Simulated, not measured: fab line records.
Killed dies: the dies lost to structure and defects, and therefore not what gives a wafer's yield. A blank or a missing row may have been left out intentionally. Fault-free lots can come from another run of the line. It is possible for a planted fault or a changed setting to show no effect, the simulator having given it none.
Problem report in the 8D (eight disciplines) form, filled by code / flow nand-harc / the parts of the form that need people (team, actions taken, sign-off) are left out

## 1. THE PROBLEM
At NHARC_A_CONTACT_ETCH_30, oes-product-au averages 0.812 a.u. over 3 wafers from 3 lots, while fault-free wafers read 0.933 a.u., standard deviation 0.018. That puts it -6.7 standard deviations away from the usual mean.
The step: etches the open film in CF4/CHF3, target depth 72.6 nm, time 36.3 s.
Earliest sighting: wafer L700.5 on rie-diel-12 at day 25 04:58. At this step, 44 wafers from 15 lots have a number in the record. Rule for "out", or "out of limits": more than 4 standard deviations from the usual mean. Any other wafer with a number is counted as sound.

## 2. WHAT IT IS AND WHAT IT IS NOT
question=which readings at this step | is=oes-product-au | is not=bias-w, drypump-motor-current-A, rf-vpp-V, showerhead-plenum-p-Torr, throttle-valve-pct
question=which lots | is=L700, L701, L703 | is not=L694, L696, L699, L707, L708, L709, L710, L711, L712, L713, L714, L715
question=which wafers of those lots | is=L700.5, L701.4, L703.4 | is not=L700.2, L700.3, L701.2, L703.2, L703.6
question=read on which tools | is=rie-diel-12 | is not=rie-diel-03, rie-diel-13
question=when | is=from day 25 04:58 | is not=up to then (11 sound wafers); but 30 sound wafers of L701, L703, L707, L708, L709, L710, L711, L712, L713, L714, L715 came after

## 3. WHAT RULES OUT EACH SUSPECT
Counting: if a tool at a process step up to the reading ran every lot that is out, it stays a suspect. Sound lots after the first of them don't rule it out here, since some wafers of a struck lot are sound.
- rie-diel-12 at NHARC_A_CONTACT_ETCH_30 (etches the open film in CF4/CHF3, target depth 72.6 nm, time 36.3 s): kept. Every lot that is out went through it, the first being L700 (day 25 04:58); the last sound lot it ran before that was L699 (day 24 22:50). Out on those wafers are its own readings of oes-product-au.
Left after counting: rie-diel-12 at NHARC_A_CONTACT_ETCH_30.

## 4. THE CAUSE (what the simulator had put in)
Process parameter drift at NHARC_A_CONTACT_ETCH_30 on rie-diel-12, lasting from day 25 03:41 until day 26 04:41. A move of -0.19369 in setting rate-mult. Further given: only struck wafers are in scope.
Counting left only this tool.

## 5. THE EFFECT CHAIN, in route order
One row per reading whose mean, taken over the struck wafers that have a number, lies over 3 standard deviations from the usual. Only readings for which the record gives a usual standard deviation are gone through. hours: the time from each lot's start at the first step in this table that gives one to its start at this step, as a median over the lots. sigmas: the change in usual standard deviations.
hours=0; step=NHARC_A_CONTACT_ETCH_30; reading=oes-product-au; usual=0.933 a.u.; on struck wafers=0.812; change=-0.121; sigmas=-6.7
Process steps it contains:
- NHARC_A_CONTACT_ETCH_30: etches the open film in CF4/CHF3, target depth 72.6 nm, time 36.3 s.
Later measuring or inspecting steps at which every struck wafer that the step has a row for has a number for every such reading, and none has moved that far: NHARC_A_CONTACT_CD_MEAS_15.

## 6. HOW IT WOULD HAVE BEEN CAUGHT EARLIER
In this record the first reading out of limits was taken at day 25 04:58, 1 hour after the fault began at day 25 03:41.
